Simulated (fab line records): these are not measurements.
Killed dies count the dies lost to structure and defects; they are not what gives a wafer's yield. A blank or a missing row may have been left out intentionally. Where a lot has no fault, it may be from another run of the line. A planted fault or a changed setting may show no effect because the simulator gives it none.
One fault seen from 2 desks	flow n5 finfet	only its own numbers are on each desk; what lay behind them is given at the end

TOOL OWNER'S DESK, thermal cvd si-02
The tool's own readings at N5_HKMG_FIN_CVD_62 (deposits a-Si from Si2H6, target thk 3 nm, time 20.8 s): means of the sampled wafers that have a number, for each lot that ran on this tool. Marked OUT: a lot whose mean sits more than 4 standard deviations from the usual mean, which makes it out of limits; the brackets give that distance.
Columns: A = heater power w at N5_HKMG_FIN_CVD_62, usual 1525 W; B = susceptor temp C at N5_HKMG_FIN_CVD_62, usual 499.99 C
lot	first seen here	A	B
L269	day 4 02:19	1491	499.73
L270	day 4 12:46	1556	499.94
L276	day 5 22:40	1444	500.13
L277	day 6 06:30	1577	500.06
L279	day 6 18:13	1460	500.15
L282	day 7 14:16	1570	499.92
L285	day 8 01:04	1551	500.12
This desk's verdict: no lot among the 7 shows anything out of limits.

METROLOGY DESK
Lot by lot, what the gauges showed, no matter which tool ran the lot: averages of those sampled wafers that carry a number. Marked OUT: a lot whose mean sits more than 4 standard deviations from the usual mean, which makes it out of limits; the brackets give that distance. 7 of its 22 readings are shown: the first one out of limits and those lying furthest out on some lot.
Columns: A = IOFF_P at N5_BEOL_M4_RC_MEAS_101, usual 0.21 nA/um; B = IOFF_P_85C at N5_BEOL_M4_RC_MEAS_101, usual 3.6 nA/um; C = IOFF_P_LIN at N5_BEOL_M4_RC_MEAS_101, usual 0.099 nA/um; D = IOFF_P_LONG at N5_BEOL_M4_RC_MEAS_101, usual 0.000108 nA/um; E = VT_N at N5_BEOL_M4_RC_MEAS_101, usual 250 mV; F = VT_N_LONG at N5_BEOL_M4_RC_MEAS_101, usual 275.0 mV; G = VT_N_LVT at N5_BEOL_M4_RC_MEAS_101, usual 99 mV
lot	first seen here	A	B	C	D	E	F	G
L269	day 7 19:40	0.17	3.1	0.088	0.000105	249	271.5	97
L270	day 8 15:25	0.23	3.9	0.108	0.000115	247	273.8	97
L276	day 9 17:13	0.24	4.1	0.108	0.000108	251	274.7	99
L277	day 9 22:04	0.21	3.6	0.096	0.000105	250	275.3	97
L275	day 10 00:50	0.20	3.5	0.094	0.000099	250	276.5	98
L278	day 10 02:31	0.23	4.0	0.105	0.000107	249	272.1	98
L279	day 10 06:25	0.22	3.9	0.102	0.000105	247	275.3	96
L282	day 11 16:23	2.01 (+45) OUT	21.5 (+30) OUT	0.898 (+53) OUT	0.000315 (+25) OUT	315 (+19) OUT	341.0 (+37) OUT	164 (+19) OUT
L285	day 12 01:48	1.54 (+33) OUT	17.1 (+22) OUT	0.766 (+44) OUT	0.000313 (+25) OUT	320 (+20) OUT	340.2 (+36) OUT	171 (+20) OUT
Finding of this desk: L282, L285 out of limits, first seen on L282 at day 11 16:23 (IOFF_P at N5_BEOL_M4_RC_MEAS_101). L269, L270, L276, L277, L275, L278, L279 stayed within limits.

PUT TOGETHER
An alarm was possible from the metrology desk at day 11 16:23, on L282, L285.
The tool owner's desk saw nothing out of limits.
On record at the tool owner's desk: L282, L285, within its limits.
All the named lots went through N5_HKMG_FIN_CVD_62 on thermal cvd si-02.

WHAT THE SIMULATOR HAD INSERTED
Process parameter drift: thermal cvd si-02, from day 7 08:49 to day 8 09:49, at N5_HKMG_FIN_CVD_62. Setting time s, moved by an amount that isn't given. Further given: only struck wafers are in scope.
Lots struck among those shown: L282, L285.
Time in hours between the start of the fault and the first out-of-limits reading at each desk: metrology desk, 104.
